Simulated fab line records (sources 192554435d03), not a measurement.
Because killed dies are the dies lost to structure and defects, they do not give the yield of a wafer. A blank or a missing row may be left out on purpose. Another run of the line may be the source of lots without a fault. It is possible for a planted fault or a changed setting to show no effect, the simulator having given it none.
Matching of chambers + flow n5-finfet + 4 sister chambers for N5_SD_EPI_P_ETCHBACK_46 on rie-diel-04
The step etches SiNx in CH3F/O2, stops on SiO2, target depth 17.5 nm. 14 wafers are shown with their chamber, then 7 later ones without.

== WAFERS WITH THEIR CHAMBER ==
| wafer  | chamber | throttle-valve-pct (%) | drypump-motor-current-A (A) | rf-vpp-V (V) |
|--------|---------|------------------------|-----------------------------|--------------|
| L389.2 | 1       | 16.68                  | 5.4                         | 304          |
| L389.3 | 2       | 16.08                  | 5.9                         | 291          |
| L389.5 | 1       | 16.69                  | 5.5                         | 303          |
| L390.3 | 0       | 16.39                  | 5.3                         | 306          |
| L390.5 | 2       | 16.09                  | 5.9                         | 290          |
| L390.6 | 3       | 16.34                  | 6.0                         | 296          |
| L394.1 | 0       | 16.43                  | 5.3                         | 305          |
| L394.3 | 1       | 16.68                  | 5.4                         | 303          |
| L394.6 | 3       | 16.37                  | 6.0                         | 297          |
| L398.2 | 3       | 16.38                  | 6.0                         | 296          |
| L398.3 | 2       | 16.11                  | 5.9                         | 288          |
| L398.5 | 0       | 16.42                  | 5.3                         | 306          |
| L399.1 | 0       | 16.44                  | 5.4                         | 305          |
| L399.4 | 1       | 16.69                  | 5.5                         | 304          |

SIGNATURES, as means of the wafers listed above
| reading                 | chamber 0 | chamber 1 | chamber 2 | chamber 3 | scatter within a chamber |
|-------------------------|-----------|-----------|-----------|-----------|--------------------------|
| throttle-valve-pct      | 16.4200   | 16.6850   | 16.0933   | 16.3633   | 0.0168                   |
| drypump-motor-current-A | 5.325     | 5.450     | 5.900     | 6.000     | 0.0418                   |
| rf-vpp-V                | 305.50    | 303.50    | 289.67    | 296.33    | 0.856                    |
Rule: distance of a wafer from a chamber = root of the sum over the readings of ((wafer's reading minus chamber's mean) / reading's scatter) squared. The wafer belongs to the nearest chamber; if the next one is less than 2 further off, it can't be placed. The scatter: take each reading less its chamber's mean, square it, sum over the shown wafers, divide by the number of wafers less the number of chambers, and take the root.

== WAFERS WITHOUT THEIR CHAMBER ==
| wafer  | throttle-valve-pct (%) | drypump-motor-current-A (A) | rf-vpp-V (V) |
|--------|------------------------|-----------------------------|--------------|
| L399.6 | 16.45                  | 5.3                         | 305          |
| L402.4 | 16.45                  | 5.3                         | 304          |
| L402.5 | 16.44                  | 5.3                         | 305          |
| L402.6 | 16.72                  | 5.5                         | 304          |
| L403.1 | 16.46                  | 5.3                         | 304          |
| L403.2 | 16.15                  | 5.9                         | 289          |
| L403.6 | 16.45                  | 5.3                         | 306          |

== WHICH CHAMBER EACH ONE RAN IN ==
| wafer  | from the rows above | in truth |
|--------|---------------------|----------|
| L399.6 | 0                   | 0        |
| L402.4 | 0                   | 0        |
| L402.5 | 0                   | 0        |
| L402.6 | 1                   | 1        |
| L403.1 | 0                   | 0        |
| L403.2 | 2                   | 2        |
| L403.6 | 0                   | 0        |
Placed correctly: 7 of 7. From these rows, 0 cannot be placed. 0 placed wrongly.
